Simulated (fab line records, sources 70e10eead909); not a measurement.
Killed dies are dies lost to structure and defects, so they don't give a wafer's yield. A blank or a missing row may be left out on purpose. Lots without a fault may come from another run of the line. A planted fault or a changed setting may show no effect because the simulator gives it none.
Which tool did it? | flow nand_harc | 12 lots, 36 wafers sampled, at 5 steps of a route of 1302

WHAT THE GAUGES READ, wafer by wafer
NHARC_END_SORT_01.
lot  | measured     | on        | killed_at_array | killed_at_other | killed_at_periphery | killed_dies | killed_open | killed_short
L355 | day 24 08:47 | prober-02 | 58 49 52        | 4 2 0           | 1 2 0               | 63 53 52    | 5 4 2       | 4 2 2
L356 | day 25 06:48 | prober-01 | 71 60 64        | 0 3 1           | 4 4 13              | 75 67 78    | 4 3 1       | 3 1 0
L361 | day 27 08:02 | prober-01 | 552 567 556     | 3 2 1           | 7 8 4               | 562 577 561 | 8 1 2       | 2 4 1
L362 | day 27 07:16 | prober-02 | 556 539 549     | 1 2 0           | 0 5 3               | 557 546 552 | 4 3 4       | 3 1 1
L369 | day 30 02:50 | prober-01 | 50 60 63        | 1 1 5           | 1 3 1               | 52 64 69    | 3 2 3       | 1 2 2
L371 | day 31 12:14 | prober-01 | 78 84 94        | 0 0 0           | 7 5 5               | 85 89 99    | 6 0 3       | 2 0 4
L372 | day 30 21:46 | prober-02 | 80 81 83        | 1 0 0           | 2 3 3               | 83 84 86    | 5 3 6       | 1 3 2
L374 | day 32 04:24 | prober-01 | 89 81 73        | 0 0 0           | 0 3 0               | 89 84 73    | 5 0 3       | 1 3 3
L373 | day 32 13:49 | prober-01 | 61 60 60        | 0 0 0           | 1 2 1               | 62 62 61    | 5 3 4       | 2 3 2
L376 | day 32 04:21 | prober-02 | 62 65 63        | 1 1 0           | 5 4 6               | 68 70 69    | 7 2 7       | 2 0 1
L375 | day 33 05:26 | prober-02 | 67 88 87        | 0 1 0           | 10 3 4              | 77 92 91    | 1 6 2       | 2 3 3
L377 | day 34 09:10 | prober-02 | 66 57 57        | 3 0 1           | 2 4 0               | 71 61 58    | 3 2 0       | 2 3 2

WHICH TOOL RAN EACH LOT (tool, then ch and the chambers of the sampled wafers, then the start)
lot  | NHARC_A_STAIRCASE_ETCH_452                    | NHARC_A_STAIRCASE_ETCH_315                    | NHARC_A_STAIRCASE_STRIP_316                   | NHARC_A_STAIRCASE_CVD_552
L355 | rie_diel-02 ch 1,2,3, day 17 14:07 or earlier | rie_diel-11 ch 0,3, day 17 14:07 or earlier   | rie_diel-11 ch 1,2, day 17 14:07 or earlier   | lpcvd-01 ch 0, day 17 14:07
L356 | rie_diel-11 ch 0,1,2, day 18 11:04 or earlier | rie_diel-02 ch 1,2,3, day 18 11:04 or earlier | rie_diel-02 ch 0,2,3, day 18 11:04 or earlier | lpcvd-02 ch 1, day 18 11:04
L361 | rie_diel-02 ch 0,3, day 20 07:02 or earlier   | rie_diel-02 ch 0,1,2, day 20 07:02 or earlier | rie_diel-02 ch 0,1,3, day 20 07:02 or earlier | lpcvd-01 ch 1, day 20 07:02
L362 | rie_diel-04 ch 0,3, day 20 10:28 or earlier   | rie_diel-02 ch 0,1,2, day 20 10:28 or earlier | rie_diel-02 ch 0,2,3, day 20 10:28 or earlier | lpcvd-02 ch 1, day 20 10:28
L369 | rie_diel-04 ch 0,2, day 23 02:43 or earlier   | rie_diel-02 ch 1,2, day 23 02:43              | rie_diel-02 ch 1,2, day 23 03:22              | lpcvd-02 ch 0, day 23 12:51
L371 | rie_diel-11 ch 0,2,3, day 24 03:34 or earlier | rie_diel-11 ch 1,2, day 24 03:34 or earlier   | rie_diel-11 ch 2,3, day 24 03:34 or earlier   | lpcvd-02 ch 0, day 24 03:34
L372 | rie_diel-11 ch 0,1,2, day 24 08:17 or earlier | rie_diel-02 ch 1,2, day 24 08:17 or earlier   | rie_diel-02 ch 1,3, day 24 08:17 or earlier   | lpcvd-02 ch 0, day 24 08:17
L374 | rie_diel-02 ch 0,1,2, day 25 08:21 or earlier | rie_diel-04 ch 0,1,3, day 25 08:21 or earlier | rie_diel-04 ch 0,1, day 25 08:21 or earlier   | lpcvd-02 ch 0, day 25 08:21
L373 | rie_diel-04 ch 0,1,2, day 25 08:21 or earlier | rie_diel-04 ch 0,1,2, day 25 08:21 or earlier | rie_diel-04 ch 0,3, day 25 08:21 or earlier   | lpcvd-02 ch 0, day 25 08:21
L376 | rie_diel-11 ch 0,1,3, day 25 15:51 or earlier | rie_diel-11 ch 0,2,3, day 25 15:51 or earlier | rie_diel-11 ch 1,2,3, day 25 15:51 or earlier | lpcvd-01 ch 1, day 25 15:51
L375 | rie_diel-04 ch 0,3, day 26 12:13 or earlier   | rie_diel-11 ch 2,3, day 26 12:13 or earlier   | rie_diel-11 ch 2,3, day 26 12:13 or earlier   | lpcvd-02 ch 0, day 26 12:13
L377 | rie_diel-02 ch 0,1,3, day 27 09:19 or earlier | rie_diel-04 ch 1,2, day 27 09:19 or earlier   | rie_diel-04 ch 2,3, day 27 09:19 or earlier   | lpcvd-01 ch 0, day 27 09:19
- NHARC_A_STAIRCASE_ETCH_452: etches the open film in CF4/O2, target depth 30 nm, overetch 3 nm, time 16.5 s.
- NHARC_A_STAIRCASE_ETCH_315: etches the open film in C4F8/O2/Ar, target depth 2500 nm, time 607.1 s.
- NHARC_A_STAIRCASE_STRIP_316: strips in O2.
- NHARC_A_STAIRCASE_CVD_552: deposits SiNx, target thk 40 nm.

WHAT THE TOOLS THEMSELVES READ (means of the sampled wafers that have a number; where no wafer has one, the mark that the record gives instead)
NHARC_A_STAIRCASE_ETCH_452.
lot  | tool        | drypump_motor_current_A (A) | oes_product_au (a.u.) | rf_vpp_V (V) | showerhead_plenum_p_Torr (Torr) | throttle_valve_pct (%)
L355 | rie_diel-02 | 5.67                        | 1.007                 | 197.8        | 1.36                            | 13.393
L356 | rie_diel-11 | 5.63                        | 1.008                 | 196.3        | 1.26                            | 13.404
L361 | rie_diel-02 | 5.34                        | 0.996                 | 198.3        | 1.32                            | 13.396
L362 | rie_diel-04 | 5.16                        | 1.008                 | 197.3        | 1.33                            | 13.406
L369 | rie_diel-04 | 5.72                        | 0.997                 | 197.6        | 1.36                            | 13.394
L371 | rie_diel-11 | 5.61                        | 1.003                 | 198.3        | 1.35                            | 13.385
L372 | rie_diel-11 | 5.62                        | 1.006                 | 196.4        | 1.32                            | 13.395
L374 | rie_diel-02 | 5.79                        | 1.001                 | 196.6        | 1.31                            | 13.400
L373 | rie_diel-04 | 5.75                        | 0.995                 | 197.6        | 1.36                            | 13.394
L376 | rie_diel-11 | 5.60                        | 1.004                 | 197.9        | 1.30                            | 13.398
L375 | rie_diel-04 | 5.39                        | 1.011                 | 198.4        | 1.35                            | 13.399
L377 | rie_diel-02 | 5.53                        | 0.998                 | 197.8        | 1.33                            | 13.394

NHARC_A_STAIRCASE_ETCH_315.
lot  | tool        | oes_product_au (a.u.) | rf_vpp_V (V)
L355 | rie_diel-11 | 0.926                 | 1828
L356 | rie_diel-02 | 0.944                 | 1832
L361 | rie_diel-02 | 0.929                 | 1825
L362 | rie_diel-02 | 0.924                 | 1824
L369 | rie_diel-02 | 0.921                 | 1834
L371 | rie_diel-11 | 0.938                 | 1836
L372 | rie_diel-02 | 0.923                 | 1832
L374 | rie_diel-04 | 0.937                 | 1828
L373 | rie_diel-04 | 0.938                 | 1832
L376 | rie_diel-11 | 0.935                 | 1830
L375 | rie_diel-11 | 0.935                 | 1837
L377 | rie_diel-04 | 0.928                 | 1830

NHARC_A_STAIRCASE_STRIP_316.
lot  | tool        | drypump_motor_current_A (A) | oes_product_au (a.u.) | rf_vpp_V (V) | showerhead_plenum_p_Torr (Torr) | throttle_valve_pct (%)
L355 | rie_diel-11 | 5.80                        | 1.009                 | 56.6         | 3.33                            | 17.033
L356 | rie_diel-02 | 5.62                        | 0.990                 | 57.8         | 3.45                            | 17.037
L361 | rie_diel-02 | 5.54                        | 0.996                 | 58.3         | 3.55                            | 17.032
L362 | rie_diel-02 | 5.63                        | 0.999                 | 57.7         | 3.44                            | 17.045
L369 | rie_diel-02 | 5.95                        | 0.997                 | 57.4         | 3.51                            | 17.030
L371 | rie_diel-11 | 5.76                        | 1.012                 | 57.7         | 3.68                            | 17.039
L372 | rie_diel-02 | 5.61                        | 0.994                 | 57.7         | 3.67                            | 17.032
L374 | rie_diel-04 | 5.64                        | 1.000                 | 58.8         | 3.61                            | 17.035
L373 | rie_diel-04 | 5.40                        | 1.008                 | 58.1         | 3.56                            | 17.038
L376 | rie_diel-11 | 5.79                        | 1.007                 | 57.5         | 3.60                            | 17.039
L375 | rie_diel-11 | 5.78                        | 1.000                 | 58.4         | 3.73                            | 17.035
L377 | rie_diel-04 | 5.31                        | 1.010                 | 57.4         | 3.47                            | 17.039

NHARC_A_STAIRCASE_CVD_552.
lot  | tool     | pressure_mtorr (mTorr) | spike_tc_bottom_C (C) | spike_tc_centre_C (C) | zone_power_top_pct (%)
L355 | lpcvd-01 | 299.9                  | 720                   | 699.7                 | 21
L356 | lpcvd-02 | 300.0                  | 728                   | 700.3                 | 24
L361 | lpcvd-01 | -                      | -                     | -                     | -
L362 | lpcvd-02 | -                      | -                     | -                     | -
L369 | lpcvd-02 | 300.2                  | 720                   | 700.4                 | 20
L371 | lpcvd-02 | 300.1                  | 720                   | 700.3                 | 20
L372 | lpcvd-02 | 299.7                  | 721                   | 699.3                 | 20
L374 | lpcvd-02 | 299.6                  | 721                   | 700.3                 | 20
L373 | lpcvd-02 | 300.0                  | 721                   | 699.0                 | 20
L376 | lpcvd-01 | 300.3                  | 714                   | 701.6                 | 27
L375 | lpcvd-02 | 299.9                  | 720                   | 699.9                 | 20
L377 | lpcvd-01 | 300.4                  | 721                   | 699.9                 | 21

THE ANSWER, worked out from the rows above alone
Rule: what is usual is taken from the lots themselves. Put in order of their means at a reading, lots are off if they are a third of the lots or fewer, leave a main group of 4 or more, and stand apart from it by a gap of 3 or more times the standard deviation of the main group's means; of several such gaps the widest counts. A main group whose means are all the same, to the digits that the tables above print for the reading, isn't used. A lot without any number at a reading at which 4 lots or more have one is off too. The other lots that the step has rows for count as sound. The gauges are gone through in route order, then the tools' own readings, and for those a lot's mean is taken as printed above. The first step at which some lot is off is used, and at that step the reading that is off furthest; a lot without a number counts as furthest.
Off: L361, L362, at NHARC_END_SORT_01 (killed_at_array). The main group: mean 69, standard deviation 11.
A tool fits if, at a process step before that reading, it ran every lot that is off, and no sound lot after the first of them. The gauges at NHARC_END_SORT_01 aren't tried: what is off there is off at NHARC_A_STAIRCASE_CVD_552 too, on other tools, and a gauge's error can't cause that. NHARC_A_STAIRCASE_ETCH_452 gives no start for some lots, so the hours and the order of its lots are those of NHARC_A_STAIRCASE_CVD_552. NHARC_A_STAIRCASE_ETCH_315 gives no start for some lots, so the hours and the order of its lots are those of NHARC_A_STAIRCASE_CVD_552. NHARC_A_STAIRCASE_STRIP_316 gives no start for some lots, so the hours and the order of its lots are those of NHARC_A_STAIRCASE_CVD_552. None of those tried fits.

WHAT THE SIMULATOR HAD PUT IN
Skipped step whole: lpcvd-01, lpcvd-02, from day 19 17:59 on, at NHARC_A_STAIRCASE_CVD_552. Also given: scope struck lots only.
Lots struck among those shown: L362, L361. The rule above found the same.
